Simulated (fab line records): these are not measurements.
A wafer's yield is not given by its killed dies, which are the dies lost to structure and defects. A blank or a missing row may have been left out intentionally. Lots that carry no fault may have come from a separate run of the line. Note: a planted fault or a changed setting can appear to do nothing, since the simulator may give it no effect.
A lot that was struck, set against a sound lot :: flow n5Finfet :: 31 out of 1938 route steps
Sound: the wafers L928.2, L928.4, L928.6. Struck: wafer L939.2. (L939.4, L939.5 of the same lot were not struck and are left out.) The cause comes at the end.
For every step that has rows: the tool of each side, followed by ch and its chambers, followed by its first start. Under that, the readings that differ: sound wafers :: struck wafers :: difference of the means :: sigmas: that difference in standard deviations of wafers without a fault.
alike: same words and numbers on both sides, and readings whose means sit less than 2 such deviations apart. not compared: any withheld reading, any reading some wafer has no value for, any bound like >300 that may hide the same value, and any number with overlapping values for which the record gives no deviation.
The two part at a step that has a row with sigmas, a row that says differs or no value, or rows on one side only. Numbers that don't overlap but have no deviation are shown without sigmas and don't part them. A reading that every wafer of one side lacks parts them only if that side has two wafers or more.

first, 9 steps without rows for these wafers: N5_BEOL_M7_DESCUM_33 (chemistry O2, time 7 s); N5_BEOL_M7_ETCH_72 (etches underlayer in N2/H2, target depth 6.5 nm, time 5.2 s); N5_BEOL_M7_ETCH_65 (etches SiARC in CF4, target depth 15.6 nm, time 26 s); N5_BEOL_M7_ETCH_66 (etches SOC in N2/H2, target depth 80 nm, overetch 16 nm, time 120 s); N5_BEOL_M7_STRIP_69 (strips in N2/H2); N5_BEOL_M7_STRIP_73 (strips in N2/H2); N5_BEOL_M7_VIA_ETCH_34 (etches SiCOH lowk in C4F6/O2, target depth 125.5 nm, time 50.5 s); N5_BEOL_M7_STRIP_76 (strips in C4F6/O2); N5_BEOL_M7_STRIP_36 (strips in N2/H2).
N5_BEOL_M7_TRENCH_ETCH_37: etches SiCOH lowk in C4F6/O2, target depth 93.478 nm, time 31.2 s.
  sound on rieDiel-02 ch 1,2,3, day 12 00:46; struck on rieDiel-02 ch 2, day 15 02:14
reading: oes_ar_750_au (a.u.)
sound: 0.73 0.85 0.88
struck: 0.61
difference: -0.21
sigmas: -3

reading: oes_f_703_au (a.u.)
sound: 0.71 0.84 0.88
struck: 0.50
difference: -0.31
sigmas: -4

reading: oes_o_777_au (a.u.)
sound: 0.72 0.84 0.87
struck: 0.53
difference: -0.28
sigmas: -4

reading: rfFwdPowerW (W)
sound: 340.3 340.1 341.7
struck: 257.0
difference: -83.7
sigmas: -60

reading: rfVppV (V)
sound: 696 668 657
struck: 800
difference: +126
sigmas: +7

reading: model.etch.depthNm (nm)
sound: 93.95 93.69 93.36
struck: 86.33
difference: -7.34
sigmas: 

reading: model.BEOL_M7.featureDepthNm (nm)
sound: 94 93.6 93.4
struck: 86.4
difference: -7.3
sigmas: 
  alike: O2_flow_sccm, drypumpMotorCurrentA, oesProductAu, showerheadPlenumPTorr, throttleValvePct
  not compared: rfHoursCounterH
then, 2 steps without rows for these wafers: N5_BEOL_M7_ETCH_41 (etches SiCN in CH3F/O2, target depth 31.9 nm, time 57.8 s); N5_BEOL_M7_STRIP_80 (strips in N2/H2, time 10 s).
N5_BEOL_M7_OCD_MEAS_38:
  sound on ocd-01 at day 12 00:55; struck on ocd-02 at day 15 02:24
reading: trenchDepthNm (nm)
sound: 94.2 93.4 93.2
struck: 86.0
difference: -7.6
sigmas: -4
then, 13 steps without rows for these wafers: N5_BEOL_M7_HM_STRIP_39 (strips TiN in peroxide tin strip, target depth 25 nm, time 158 s); N5_BEOL_M7_SRD_40 (time 30 s); N5_BEOL_M7_PRECLEAN_42 (cleans in residue remover, time 60 s); N5_BEOL_M7_SRD_43 (time 30 s); N5_BEOL_M7_CURE_75 (cures SiCOH lowk, time 120 s); N5_BEOL_M7_DEGAS_44 (time 60 s); N5_BEOL_M7_PRE_CLEAN_45 (time 30 s); N5_BEOL_M7_ALD_77 (deposits TaN, target thk 2 nm, pulse time 2 s, purge time 3 s); N5_BEOL_M7_SURFACE_TREAT_79; N5_BEOL_M7_CVD_78 (deposits Co from CCTBA/H2, target thk 2 nm, time 142.3 s); N5_BEOL_M7_SPUTTER_48 (material Cu, target thk 10 nm, time 1.667 s); N5_BEOL_M7_ECD_50 (material Cu, target thk 300 nm); N5_BEOL_M7_ANNEAL_51 (time 90 s).
N5_BEOL_M7_CMP_52: polishes, stops on SiCOH lowk, t overpolish 6.9 s, target thk 80 nm.
  sound on cmp-01 ch 0,2,3, day 12 06:51; struck on cmp-03 ch 0, day 15 05:37
reading: timeToEndpointS (s)
sound: 63 62 66
struck: 54
difference: -10
sigmas: -3

reading: model.Cu_of_BEOL_M7_ECD_50.thkNm (nm)
sound: 79.6 80 80.4
struck: 71.2
difference: -8.8
sigmas: 
  alike: barrierFieldEndpointS, motorCurrentA, overpolishRunS
N5_BEOL_M7_THK_MEAS_53: measures by xrf.
  sound on filmMetro-02 at day 12 07:08; struck on filmMetro-01 at day 15 05:52
reading: M7_THK (nm)
sound: 78.0 79.0 79.6
struck: 69.2
difference: -9.7
sigmas: -4
then, 2 steps without rows for these wafers: N5_BEOL_M7_PRE_CLEAN_55 (time 15 s); N5_BEOL_M7_DEP_56 (deposits SiCN from 3MS/NH3, target thk 10 nm, time 17.5 s).
N5_BEOL_M7_RS_MEAS_57: uses a four-point probe to measure.
  sound on filmMetro-02 at day 12 07:16; struck on filmMetro-01 at day 15 06:00
reading: M7_RS (ohm/sq)
sound: 0.288 0.287 0.284
struck: 0.328
difference: +0.042
sigmas: +4

## WHERE THEY PART
Earliest at N5_BEOL_M7_TRENCH_ETCH_37; latest, in this record, at N5_BEOL_M7_RS_MEAS_57.

WHY: the cause the simulator had injected
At N5_BEOL_M7_TRENCH_ETCH_37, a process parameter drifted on rieDiel-02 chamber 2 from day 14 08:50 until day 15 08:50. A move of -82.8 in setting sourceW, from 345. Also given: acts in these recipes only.
